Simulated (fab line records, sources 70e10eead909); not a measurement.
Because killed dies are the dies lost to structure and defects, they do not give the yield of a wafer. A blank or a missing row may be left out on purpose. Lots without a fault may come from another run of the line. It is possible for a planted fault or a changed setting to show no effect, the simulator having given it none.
fab line records + flow nand-harc
[record]
- lots = 11
- wafers = 33
- last-day = 25
route steps=1159 shown P_BONDPAD@351 END@1159
lots that met no fault: taken from a fault-free run of the same line
start-h: hours from the record's opening day to when the first of the lot's shown wafers began + wait-h: hours elapsed since this lot's preceding step + " unchanged from the row above + L1.1+2: a single row standing in for several wafers + - value missing, or start not given + * or withheld: withheld + < > ~ a bound
route shown NAME@n: a module of which the file shows steps, and the number in the route of the first + usual: mean/standard deviation taken from wafers without a fault + same: alike in all rows + chamber/n: place in a boat + sites: each site's reading + _std_site: the values' standard deviation + _edge_site: inner sites' mean taken away from outer sites' mean + radius-mm: how far each site lies from the wafer's centre + mask NAME#n: copy n + behind: the last tool/chamber to shape the wafer + hold: reason for holding the lot/hours on hold/outcome of the hold + device: names the non-switching transistor (n, p or np) + end of line: tests of these same wafers at the route's end + for a step that has no rows: nothing shown but its recipe + killed: dies lost to structure and defects at the first sort, not the wafer's yield + map: dies across one wafer; x = killed, . = not, _ = none there
set.NAME: the setting the step ran with; set.NAME@STEP: the setting that earlier step ran with + model.NAME: the simulator's own value behind a step, which no gauge read
a sample of lots followed through the steps of the route, with each step as a table and each wafer as a row
services: a tool's chamber out of use, with start hour (start-h, from the record's first day; less than 0 if before it), hours out, and reason
[[steps]]
[step NHARC_P_BONDPAD_DEP_00]
[recipe]
- target-thk-a = 2500
- temp-c = 370
- target-thk-nm = 250
- pressure-torr = 3
- flow-sccm = 200
- rf-w = 450
- material = SiCN
[usual]
- heater-power-w = 624/76
| lot.wafer | tool     | chamber | start-h | wait-h | heater-power-w | since-wet-clean-h |
|-----------|----------|---------|---------|--------|----------------|-------------------|
| L414.3    | pecvd-02 | 1       | 133.40  | -      | 491            | 148               |
| L414.5    | "        | 2       | "       | "      | 610            | -                 |
| L414.4    | "        | 1       | "       | "      | 508            | -                 |
| L415.2    | pecvd-02 | 1       | 140.15  | -      | 520            | 155               |
| L415.4    | "        | 2       | "       | "      | 713            | -                 |
| L415.5    | "        | 0       | "       | "      | 762            | -                 |
| L423.3    | pecvd-03 | 2       | 182.84  | -      | 636            | 59                |
| L423.4    | "        | 2       | "       | "      | 530            | -                 |
| L423.5    | "        | 0       | "       | "      | 532            | -                 |
| L424.3    | pecvd-01 | 0       | 184.03  | -      | 675            | 115               |
| L424.1    | "        | 1       | "       | "      | 628            | 115               |
| L424.4    | "        | 1       | "       | "      | 627            | -                 |
| L428.3    | pecvd-01 | 2       | 202.47  | -      | 576            | 134               |
| L428.1    | "        | 0       | "       | "      | 620            | 134               |
| L428.6    | "        | 2       | "       | "      | 577            | -                 |
| L426.3    | pecvd-02 | 1       | 205.06  | 0.5    | 489            | 39                |
| L426.2    | "        | 2       | "       | "      | 669            | 39                |
| L426.5    | "        | 0       | "       | "      | 661            | -                 |
| L431.3    | pecvd-01 | 1       | -       | -      | 648            | 158               |
| L431.4    | "        | 0       | "       | "      | 686            | -                 |
| L431.5    | "        | 1       | "       | "      | 642            | -                 |
| L430.1    | pecvd-01 | 0       | 227.25  | -      | 584            | 158               |
| L430.4    | "        | 0       | "       | "      | 606            | -                 |
| L430.5    | "        | 2       | "       | "      | 548            | -                 |
| L433.1    | pecvd-03 | 0       | -       | -      | 479            | 115               |
| L433.3    | "        | 1       | "       | "      | 646            | 115               |
| L433.5    | "        | 1       | "       | "      | 674            | -                 |
| L434.1    | pecvd-02 | 1       | 249.33  | -      | 510            | 83                |
| L434.3    | "        | 0       | "       | "      | 712            | 83                |
| L434.6    | "        | 2       | "       | "      | 680            | -                 |
| L436.2    | pecvd-02 | 2       | 269.02  | -      | 689            | 103               |
| L436.5    | "        | 2       | "       | "      | 718            | -                 |
| L436.4    | "        | 0       | "       | "      | 713            | -                 |
[step NHARC_P_BONDPAD_CD_MEAS_09]
[recipe]
- target-cd-nm = 500
- landing-energy-ev = 500
[usual]
- cd-nm = 500.9/2.3
| lot.wafer | tool      | chamber | start-h | wait-h | cd-nm |
|-----------|-----------|---------|---------|--------|-------|
| L414.3    | cd-sem-01 | 0       | 134.55  | -      | 502.7 |
| L414.4    | "         | 0       | "       | "      | 503.6 |
| L414.5    | "         | 0       | "       | "      | 499.3 |
| L415.2    | cd-sem-03 | 0       | 141.28  | -      | 504.1 |
| L415.4    | "         | 0       | "       | "      | 504.1 |
| L415.5    | "         | 0       | "       | "      | 500.8 |
| L423.3    | cd-sem-01 | 0       | 184.05  | -      | 497.8 |
| L423.4    | "         | 0       | "       | "      | 498.9 |
| L423.5    | "         | 0       | "       | "      | 497.9 |
| L424.1    | cd-sem-03 | 0       | 185.24  | -      | 498.9 |
| L424.3    | "         | 0       | "       | "      | 500.9 |
| L424.4    | "         | 0       | "       | "      | 497.7 |
| L428.1    | cd-sem-03 | 0       | 203.65  | -      | 502.5 |
| L428.3    | "         | 0       | "       | "      | 500.4 |
| L428.6    | "         | 0       | "       | "      | 503.6 |
| L426.2    | cd-sem-03 | 0       | 206.12  | -      | 499.1 |
| L426.3    | "         | 0       | "       | "      | 498.0 |
| L426.5    | "         | 0       | "       | "      | 500.7 |
| L431.3    | cd-sem-03 | 0       | 227.57  | -      | 504.4 |
| L431.4    | "         | 0       | "       | "      | 500.2 |
| L431.5    | "         | 0       | "       | "      | 505.5 |
| L430.1    | cd-sem-03 | 0       | 228.48  | -      | 502.1 |
| L430.4    | "         | 0       | "       | "      | 501.8 |
| L430.5    | "         | 0       | "       | "      | 502.6 |
| L433.1    | cd-sem-02 | 0       | 240.21  | -      | 499.3 |
| L433.3    | "         | 0       | "       | "      | 499.0 |
| L433.5    | "         | 0       | "       | "      | 501.5 |
| L434.1    | cd-sem-03 | 0       | 250.55  | -      | 503.3 |
| L434.3    | "         | 0       | "       | "      | 501.9 |
| L434.6    | "         | 0       | "       | "      | 500.4 |
| L436.2    | cd-sem-02 | 0       | 270.26  | -      | 495.2 |
| L436.4    | "         | 0       | "       | "      | 497.0 |
| L436.5    | "         | 0       | "       | "      | 501.0 |
[step NHARC_P_BONDPAD_DESCUM_11]
[recipe]
- time-s = 3
- o2-flow-sccm = 200
- ar-flow-sccm = 0
- bias-power-w = 0
- chemistry = O2
[usual]
- drypump-motor-current-A = 5.6/0.39
- mfc-ar-sccm = 0.015/0.01
- oes-product-au = 0.997/0.0099
- rf-vpp-V = 57.6/0.92
- showerhead-plenum-p-Torr = 1.87/0.091
- throttle-valve-pct = 11.312/0.0099
| lot.wafer | tool        | chamber | start-h | wait-h | drypump-motor-current-A | mfc-ar-sccm | oes-product-au | rf-hours-counter-h | rf-vpp-V | showerhead-plenum-p-Torr | throttle-valve-pct |
|-----------|-------------|---------|---------|--------|-------------------------|-------------|----------------|--------------------|----------|--------------------------|--------------------|
| L414.3    | rie-diel-12 | 1       | 134.75  | -      | 5.1                     | 0.018       | 0.996          | 9                  | 58.1     | 1.85                     | 11.300             |
| L414.4    | "           | 1       | "       | "      | 5.1                     | 0.018       | 0.988          | -                  | 59.0     | 1.85                     | 11.321             |
| L414.5    | "           | 0       | "       | "      | 5.7                     | 0.028       | 0.997          | -                  | 56.5     | 1.80                     | 11.310             |
| L415.2    | rie-diel-06 | 3       | 141.49  | -      | 5.7                     | 0.019       | 1.019          | 25                 | 57.2     | 2.00                     | 11.329             |
| L415.4    | "           | 1       | "       | "      | 6.3                     | 0           | 1.027          | 22                 | 56.6     | 1.81                     | 11.320             |
| L415.5    | "           | 0       | "       | "      | 5.6                     | 0.028       | 1.000          | -                  | 57.0     | 1.80                     | 11.317             |
| L423.3    | rie-diel-12 | 1       | 184.28  | -      | 5.2                     | 0.018       | 0.997          | 13                 | 58.5     | 1.85                     | 11.295             |
| L423.4    | "           | 2       | "       | "      | 6.2                     | 0.020       | 0.996          | -                  | 57.4     | 2.02                     | 11.316             |
| L423.5    | "           | 0       | "       | "      | 5.7                     | 0.028       | 0.988          | -                  | 56.6     | 1.80                     | 11.285             |
| L424.1    | rie-diel-12 | 0       | 185.46  | -      | 5.7                     | 0.028       | 0.980          | 14                 | 57.9     | 1.80                     | 11.326             |
| L424.3    | "           | 2       | "       | "      | 6.2                     | 0.020       | 1.003          | 10                 | 57.6     | 2.02                     | 11.310             |
| L424.4    | "           | 0       | "       | "      | 5.7                     | 0.028       | 0.991          | -                  | 57.3     | 1.80                     | 11.300             |
| L428.3    | rie-diel-05 | 1       | 203.87  | -      | 5.7                     | 0           | 0.990          | 14                 | 55.8     | 1.83                     | 11.335             |
| L428.1    | "           | 0       | "       | "      | 5.7                     | 0.015       | 0.999          | 13                 | 57.8     | 1.81                     | 11.296             |
| L428.6    | "           | 3       | "       | "      | 5.8                     | 0.010       | 1.009          | -                  | 57.4     | 2.07                     | 11.305             |
| L426.3    | rie-diel-05 | 1       | 206.33  | -      | 5.7                     | 0           | 0.976          | 15                 | 57.2     | 1.83                     | 11.316             |
| L426.2    | "           | 0       | "       | "      | 5.7                     | 0.015       | 0.993          | 14                 | 57.8     | 1.81                     | 11.293             |
| L426.5    | "           | 1       | "       | "      | 5.7                     | 0           | 0.987          | -                  | 56.0     | 1.83                     | 11.324             |
| L431.3    | rie-diel-05 | 2       | 227.81  | -      | 5.3                     | 0           | 1.003          | 19                 | 57.8     | 1.90                     | 11.309             |
| L431.4    | "           | 3       | "       | "      | 5.8                     | 0.010       | 1.004          | 23                 | 58.0     | 2.07                     | 11.308             |
| L431.5    | "           | 0       | "       | "      | 5.7                     | 0.015       | 0.997          | -                  | 56.7     | 1.80                     | 11.310             |
| L430.4    | rie-diel-12 | 1       | 228.70  | -      | 5.2                     | 0.018       | 1.006          | 4                  | 56.5     | 1.85                     | 11.317             |
| L430.1    | "           | 0       | "       | "      | 5.7                     | 0.028       | 1.005          | 4                  | 57.6     | 1.80                     | 11.320             |
| L430.5    | "           | 2       | "       | "      | 6.2                     | 0.020       | 0.998          | -                  | 56.9     | 2.02                     | 11.318             |
| L433.3    | rie-diel-12 | 0       | 240.43  | -      | 5.7                     | 0.028       | 1.000          | 5                  | 57.4     | 1.80                     | 11.317             |
| L433.1    | "           | 3       | "       | "      | 5.0                     | 0           | 0.988          | 5                  | 57.7     | 1.84                     | 11.311             |
| L433.5    | "           | 0       | "       | "      | 5.7                     | 0.028       | 0.996          | -                  | 56.9     | 1.80                     | 11.329             |
| L434.1    | rie-diel-12 | 1       | 250.76  | -      | 5.2                     | 0.018       | 1.003          | 6                  | 57.9     | 1.85                     | 11.315             |
| L434.3    | "           | 2       | "       | "      | 6.2                     | 0.020       | 0.987          | 6                  | 58.3     | 2.02                     | 11.325             |
| L434.6    | "           | 1       | "       | "      | 5.1                     | 0.018       | 1.004          | -                  | 58.9     | 1.85                     | 11.317             |
| L436.4    | rie-diel-12 | 3       | 270.49  | -      | 5.0                     | 0           | 1.008          | 8                  | 57.2     | 1.84                     | 11.332             |
| L436.2    | "           | 0       | "       | "      | 5.7                     | 0.028       | 1.010          | 8                  | 57.1     | 1.80                     | 11.299             |
| L436.5    | "           | 1       | "       | "      | 5.2                     | 0.018       | 0.992          | -                  | 57.1     | 1.85                     | 11.302             |
[step NHARC_P_BONDPAD_ETCH_12]
[recipe]
- target-depth-a = 2000
- time-s = 100
- chf3-flow-sccm = 50
- o2-flow-sccm = 10
- ar-flow-sccm = 200
- rf-w = 500
- bias-w = 200
- chemistry = CHF3/O2
[usual]
- bias-w = 200.1/0.6
- chamber-pressure-mTorr = 24.999/0.021
- drypump-motor-current-A = 5.6/0.4
- mfc-ar-sccm = 200.0/0.61
- oes-product-au = 0.938/0.021
- rf-vpp-V = 369.6/2.5
- showerhead-plenum-p-Torr = 2.36/0.11
- throttle-valve-pct = 20.572/0.0091
| lot.wafer | tool        | chamber | start-h | wait-h | bias-w | chamber-pressure-mTorr | drypump-motor-current-A | mfc-ar-sccm | oes-product-au | rf-hours-counter-h | rf-vpp-V | showerhead-plenum-p-Torr | throttle-valve-pct |
|-----------|-------------|---------|---------|--------|--------|------------------------|-------------------------|-------------|----------------|--------------------|----------|--------------------------|--------------------|
| L414.3    | rie-diel-12 | 1       | 134.97  | -      | 201.1  | 25.012                 | 5.2                     | 199.9       | 0.922          | 9                  | 368.1    | 2.32                     | 20.559             |
| L414.4    | "           | 0       | "       | "      | 199.3  | 25.016                 | 5.7                     | 200.3       | 0.919          | -                  | 366.7    | 2.27                     | 20.581             |
| L414.5    | "           | 1       | "       | "      | 200.3  | 24.955                 | 5.1                     | 199.1       | 0.918          | -                  | 368.0    | 2.32                     | 20.571             |
| L415.4    | rie-diel-06 | 2       | 141.74  | -      | 199.4  | 24.998                 | 5.7                     | 200.4       | 0.924          | 24                 | 367.8    | 2.29                     | 20.565             |
| L415.2    | "           | 3       | "       | "      | 200.5  | 25.011                 | 5.8                     | 200.4       | 0.932          | 25                 | 372.4    | 2.50                     | 20.565             |
| L415.5    | "           | 0       | "       | "      | 201.1  | 25.016                 | 5.6                     | 200.3       | 0.928          | -                  | 367.2    | 2.26                     | 20.580             |
| L423.3    | rie-diel-12 | 2       | 184.47  | -      | -      | -                      | -                       | -           | -              | -                  | -        | -                        | -                  |
| L423.5    | "           | 2       | "       | "      | -      | -                      | -                       | -           | -              | -                  | -        | -                        | -                  |
| L423.4    | "           | 0       | "       | "      | -      | -                      | -                       | -           | -              | -                  | -        | -                        | -                  |
| L424.3    | rie-diel-12 | 0       | 185.68  | -      | -      | -                      | -                       | -           | -              | -                  | -        | -                        | -                  |
| L424.1    | "           | 1       | "       | "      | -      | -                      | -                       | -           | -              | -                  | -        | -                        | -                  |
| L424.4    | "           | 1       | "       | "      | -      | -                      | -                       | -           | -              | -                  | -        | -                        | -                  |
| L428.1    | rie-diel-05 | 0       | 204.08  | -      | 200.1  | 25.007                 | 5.7                     | 199.5       | 0.929          | 13                 | 367.4    | 2.27                     | 20.581             |
| L428.3    | "           | 3       | "       | "      | 199.9  | 24.992                 | 5.8                     | 200.5       | 0.933          | 12                 | 375.4    | 2.59                     | 20.564             |
| L428.6    | "           | 0       | "       | "      | 200.6  | 25.013                 | 5.7                     | 198.1       | 0.932          | -                  | 367.5    | 2.27                     | 20.587             |
| L426.3    | rie-diel-05 | 3       | 206.60  | -      | -      | -                      | -                       | -           | -              | -                  | -        | -                        | -                  |
| L426.2    | "           | 1       | "       | "      | -      | -                      | -                       | -           | -              | -                  | -        | -                        | -                  |
| L426.5    | "           | 0       | "       | "      | -      | -                      | -                       | -           | -              | -                  | -        | -                        | -                  |
| L431.3    | rie-diel-05 | 2       | 227.97  | -      | 199.3  | 24.972                 | 5.3                     | 199.9       | 0.976          | 19                 | 369.2    | 2.39                     | 20.561             |
| L431.4    | "           | 3       | "       | "      | 198.9  | 24.981                 | 5.8                     | 199.7       | 0.984          | 23                 | 375.2    | 2.59                     | 20.563             |
| L431.5    | "           | 3       | "       | "      | 199.4  | 24.998                 | 5.8                     | 199.1       | 0.974          | -                  | 375.1    | 2.59                     | 20.561             |
| L430.1    | rie-diel-12 | 3       | 228.89  | -      | 200.3  | 24.978                 | 5.0                     | 200.0       | 0.970          | 4                  | 369.4    | 2.31                     | 20.559             |
| L430.4    | "           | 1       | "       | "      | 199.6  | 24.959                 | 5.2                     | 199.4       | 0.965          | 4                  | 370.2    | 2.32                     | 20.569             |
| L430.5    | "           | 3       | "       | "      | 199.1  | 24.974                 | 5.0                     | 199.5       | 0.970          | -                  | 368.8    | 2.31                     | 20.568             |
| L433.1    | rie-diel-12 | 2       | 240.61  | -      | 200.5  | 24.978                 | 6.2                     | 200.2       | 0.921          | 5                  | 373.3    | 2.53                     | 20.573             |
| L433.3    | "           | 0       | "       | "      | 200.7  | 24.982                 | 5.7                     | 200.5       | 0.920          | 5                  | 365.9    | 2.26                     | 20.573             |
| L433.5    | "           | 3       | "       | "      | 199.4  | 25.012                 | 5.0                     | 200.6       | 0.923          | -                  | 368.1    | 2.31                     | 20.574             |
| L434.3    | rie-diel-12 | 3       | 250.96  | -      | 201.3  | 24.987                 | 5.0                     | 199.0       | 0.924          | 6                  | 368.9    | 2.31                     | 20.571             |
| L434.1    | "           | 0       | "       | "      | 200.5  | 25.004                 | 5.7                     | 199.7       | 0.924          | 6                  | 367.0    | 2.26                     | 20.579             |
| L434.6    | "           | 2       | "       | "      | 199.5  | 25.004                 | 6.1                     | 199.6       | 0.919          | -                  | 373.4    | 2.53                     | 20.582             |
| L436.4    | rie-diel-12 | 0       | 270.65  | -      | 199.7  | 24.993                 | 5.7                     | 199.4       | 0.915          | 8                  | 369.9    | 2.26                     | 20.552             |
| L436.2    | "           | 2       | "       | "      | 201.1  | 25.032                 | 6.2                     | 199.6       | 0.913          | 8                  | 373.7    | 2.53                     | 20.581             |
| L436.5    | "           | 0       | "       | "      | 199.5  | 24.995                 | 5.7                     | 199.5       | 0.920          | -                  | 366.0    | 2.26                     | 20.563             |
[step NHARC_END_SORT_01]
[recipe]
- temp-c = 25
[usual]
- defect-limited-yield = 95.3/1.7
- killed-at-array = 28/11
- killed-at-other = 0.7/1.1
- killed-at-periphery = 2.9/2
- killed-dies = 32/11
- killed-open = 3.2/1.8
- killed-short = 2.0/1.4
- sort_bin_2_pct = 1.5/0.67
- sort_bin_3_pct = 0.28/0.24
- sort_bin_4_pct = 2.9/1.1
- sort-n-pass = 645/11
- sort-rim-yield-pct = 95.7/2.6
- sort-yield-pct = 95.3/1.7
[same]
- gross-dies = 677
- sort_bin_5_pct[%] = 0
- sort_bin_6_pct[%] = 0
- sort_bin_7_pct[%] = 0
- sort_bin_8_pct[%] = 0
- sort-rim-n-gross = 106.00
| lot.wafer | tool      | chamber | start-h | wait-h | defect-limited-yield[%] | killed-at-array | killed-at-other | killed-at-periphery | killed-dies | killed-open | killed-short | sort_bin_2_pct[%] | sort_bin_3_pct[%] | sort_bin_4_pct[%] | sort-n-pass | sort-rim-yield-pct[%] | sort-yield-pct[%] |
|-----------|-----------|---------|---------|--------|-------------------------|-----------------|-----------------|---------------------|-------------|-------------|--------------|-------------------|-------------------|-------------------|-------------|-----------------------|-------------------|
| L424.1    | prober-01 | 0       | 492.45  | 2.5    | 0                       | 34              | 0               | 643                 | 677         | 3           | 2            | 96.8              | 0                 | 3.2               | 0           | 0                     | 0                 |
| L424.3    | prober-01 | 0       | 494.05  | 3.1    | 0                       | 22              | 0               | 655                 | 677         | 4           | 3            | 97.8              | 0.30              | 1.9               | 0           | 0                     | 0                 |
| L424.4    | prober-01 | 0       | 494.85  | 3.4    | 0                       | 14              | 0               | 663                 | 677         | 3           | 0            | 98.4              | 0                 | 1.6               | 0           | 0                     | 0                 |
| L423.3    | prober-01 | 0       | 501.86  | 3.1    | 0                       | 49              | 1               | 627                 | 677         | 1           | 2            | 94.5              | 0.74              | 4.7               | 0           | 0                     | 0                 |
| L423.4    | prober-01 | 0       | 502.66  | 3.4    | 0                       | 49              | 0               | 628                 | 677         | 5           | 1            | 95.1              | 0.30              | 4.6               | 0           | 0                     | 0                 |
| L423.5    | prober-01 | 0       | 503.45  | 3.7    | 0                       | 40              | 1               | 636                 | 677         | 3           | 2            | 96.5              | 0.44              | 3.1               | 0           | 0                     | 0                 |
| L426.2    | prober-02 | 0       | 510.78  | 2.7    | 0                       | 10              | 0               | 667                 | 677         | 2           | 1            | 98.4              | 0                 | 1.6               | 0           | 0                     | 0                 |
| L426.3    | prober-02 | 0       | 511.57  | 3.1    | 0                       | 13              | 0               | 664                 | 677         | 3           | 2            | 98.5              | 0.30              | 1.2               | 0           | 0                     | 0                 |
| L426.5    | prober-02 | 0       | 513.16  | 3.7    | 0                       | 11              | 0               | 666                 | 677         | 2           | 1            | 99.0              | 0                 | 1.0               | 0           | 0                     | 0                 |
| L433.1    | prober-01 | 0       | 547.89  | 2.5    | 97.6                    | 12              | 1               | 3                   | 16          | 2           | 1            | 0.7               | 0                 | 1.6               | 661         | 99.1                  | 97.6              |
| L433.3    | prober-01 | 0       | 549.49  | 3.1    | 97.2                    | 17              | 2               | 0                   | 19          | 1           | 5            | 0.9               | 0.44              | 1.5               | 658         | 96.2                  | 97.2              |
| L433.5    | prober-01 | 0       | 551.09  | 3.7    | 96.3                    | 20              | 0               | 5                   | 25          | 6           | 1            | 1.3               | 0                 | 2.4               | 652         | 94.3                  | 96.3              |
// killed by level:class
L424.1 P_BONDPAD:area-etch=641 A_SLIT:chamber-film-flake=12 A_CHANNEL_HOLE_D1:chamber-film-flake=7 A_STAIRCASE:chamber-film-flake=6 P_ZERO_WELL:chamber-film-flake=2 A_CONTACT:chamber-film-flake=2 A_ONON_D1:geometric-particle:open=1 A_CHANNEL_FILL_D1:geometric-particle:short=1
L424.3 P_BONDPAD:area-etch=652 A_SLIT:chamber-film-flake=9 A_CHANNEL_HOLE_D1:chamber-film-flake=3 A_CONTACT:chamber-film-flake=2 P_M0:geometric-particle:open=1 A_ONON_D1:geometric-particle:open=1 A_CHANNEL_HOLE_D1:geometric-particle:short=1 A_WL_FILL:geometric-particle:short=1
L424.4 P_BONDPAD:area-etch=659 A_SLIT:chamber-film-flake=8 A_STAIRCASE:chamber-film-flake=3 A_CONTACT:chamber-film-flake=2 P_GATE:geometric-particle:open=1 P_M0:geometric-particle:open=1 P_M1:geometric-particle:open=1 P_ZERO_WELL:chamber-film-flake=1
L423.3 P_BONDPAD:area-etch=625 A_SLIT:chamber-film-flake=15 A_CHANNEL_HOLE_D1:chamber-film-flake=13 A_CONTACT:chamber-film-flake=9 A_STAIRCASE:chamber-film-flake=6 A_CHANNEL_FILL_D1:chamber-film-flake=4 P_M0:geometric-particle:open=1 A_SOURCE_PLATE:geometric-particle:short=1
L423.4 P_BONDPAD:area-etch=627 A_CHANNEL_HOLE_D1:chamber-film-flake=14 A_SLIT:chamber-film-flake=11 A_CONTACT:chamber-film-flake=10 A_STAIRCASE:chamber-film-flake=5 A_CHANNEL_FILL_D1:chamber-film-flake=4 A_M0:geometric-particle:open=3 P_CONTACT:geometric-particle:open=1
L423.5 P_BONDPAD:area-etch=633 A_CHANNEL_HOLE_D1:chamber-film-flake=13 A_SLIT:chamber-film-flake=9 A_STAIRCASE:chamber-film-flake=8 A_CHANNEL_FILL_D1:chamber-film-flake=4 A_CONTACT:chamber-film-flake=4 P_M0:geometric-particle:short=1 P_M0:geometric-particle:open=1
L426.2 P_BONDPAD:area-etch=664 A_CONTACT:chamber-film-flake=3 A_CHANNEL_HOLE_D1:chamber-film-flake=2 P_M0:geometric-particle:open=1 A_ONON_D1:geometric-particle:short=1 A_CHANNEL_FILL_D1:geometric-particle:open=1 P_STI:chamber-film-flake=1 P_M1:chamber-film-flake=1
L426.3 P_BONDPAD:area-etch=663 A_CHANNEL_HOLE_D1:chamber-film-flake=3 A_CONTACT:chamber-film-flake=3 A_SGD_CUT:chamber-film-flake=2 P_M1:geometric-particle:open=1 A_ONON_D1:geometric-particle:short=1 A_SLIT:geometric-particle:open=1 A_WL_FILL:geometric-particle:open=1
L426.5 P_BONDPAD:area-etch=665 A_CHANNEL_HOLE_D1:chamber-film-flake=5 A_SGD_CUT:chamber-film-flake=2 P_BONDPAD:geometric-particle:open=1 A_BLC:geometric-particle:open=1 A_M1:geometric-particle:short=1 A_WL_FILL:chamber-film-flake=1 A_CONTACT:chamber-film-flake=1
L433.1 A_CHANNEL_HOLE_D1:chamber-film-flake=4 A_STAIRCASE:chamber-film-flake=3 A_CONTACT:chamber-film-flake=2 P_M0:geometric-particle:open=1 A_WL_FILL:geometric-particle:short=1 A_CONTACT:geometric-particle:open=1 P_ZERO_WELL:chamber-film-flake=1 P_GATE:chamber-film-flake=1
L433.3 A_WL_FILL:chamber-film-flake=4 A_CHANNEL_HOLE_D1:chamber-film-flake=2 A_CONTACT:chamber-film-flake=2 THIN_TSV:chamber-film-flake=2 A_SOURCE_PLATE:geometric-particle:open=1 A_ONON_D1:geometric-particle:short=1 A_CHANNEL_HOLE_D1:geometric-particle:short=1 A_SGD_CUT:geometric-particle:short=1
L433.5 A_CHANNEL_HOLE_D1:chamber-film-flake=5 A_WL_FILL:chamber-film-flake=4 A_M0:chamber-film-flake=4 A_SOURCE_PLATE:geometric-particle:open=3 P_GATE:chamber-film-flake=2 A_CONTACT:chamber-film-flake=2 P_CONTACT:geometric-particle:open=1 P_M0:geometric-particle:open=1
[[services]]
| tool        | chamber | start-h | hours | kind   |
|-------------|---------|---------|-------|--------|
| rie-diel-05 | 1       | 110.42  | 3.8   | repair |
| pecvd-03    | -       | 111.13  | 13.0  | pm     |
| pecvd-01    | -       | 115.33  | 5.5   | repair |
| rie-diel-06 | 1       | 120.98  | 3.8   | repair |
| rie-diel-12 | 2       | 132.33  | 21.0  | repair |
| rie-diel-12 | 0       | 132.40  | -     | clean  |
| rie-diel-12 | 1       | 132.40  | -     | clean  |
| rie-diel-12 | 3       | 132.40  | -     | clean  |
| pecvd-02    | -       | 153.00  | 13.0  | pm     |
| rie-diel-12 | 0       | 156.95  | -     | clean  |
| rie-diel-12 | 1       | 156.95  | -     | clean  |
| rie-diel-12 | 2       | 156.95  | -     | clean  |
| rie-diel-12 | 3       | 156.95  | -     | clean  |
| rie-diel-05 | -       | 163.60  | 9.0   | pm     |
| pecvd-03    | 0       | 169.67  | 9.2   | repair |
| rie-diel-12 | 3       | 173.07  | 15.7  | repair |
| rie-diel-12 | 0       | 181.45  | -     | clean  |
| rie-diel-12 | -       | 202.43  | 9.0   | pm     |
| rie-diel-06 | 1       | 202.75  | 4.9   | repair |
| rie-diel-05 | 2       | 203.27  | 8.7   | repair |
| rie-diel-06 | 1       | 215.78  | 28.6  | repair |
| pecvd-03    | 0       | 226.21  | 5.2   | repair |
| pecvd-01    | -       | 237.00  | 13.0  | pm     |
| rie-diel-06 | -       | 242.80  | 9.0   | pm     |
[[key]]
[first-sign]
- step = NHARC_P_BONDPAD_ETCH_12
- reading = tool-record
- direction = missing
[effect]
- step = NHARC_END_SORT_01
- reading = killed-at-periphery
- direction = up
- sigmas = 99+
- usual = 2.9
- struck = 649.9
[more-kills-born-at]
- NHARC_P_BONDPAD_ETCH_12@rie-diel-12 = 3837
- NHARC_P_BONDPAD_ETCH_12@rie-diel-05 = 1991
met-at NHARC_P_BONDPAD_ETCH_12
struck-lots L423,L424,L426
later-rows-left-out L423.3,L423.4,L423.5,L424.1,L424.3,L424.4,L426.2,L426.3,L426.5
not-acting-at NHARC_P_BONDPAD_DEP_00,NHARC_P_BONDPAD_CD_MEAS_09,NHARC_P_BONDPAD_DESCUM_11
onset-between 134.97 184.47
[fault]
- kind = skipped-step-whole
- tool = rie-diel-05,rie-diel-12
- chamber = -
- onset-h = 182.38
- steps = NHARC_P_BONDPAD_ETCH_12
- scope = struck-lots-only
// later-rows-left-out: the simulator's readings of these wafers behind a module that went badly wrong aren't trusted and aren't shown, but for the sort
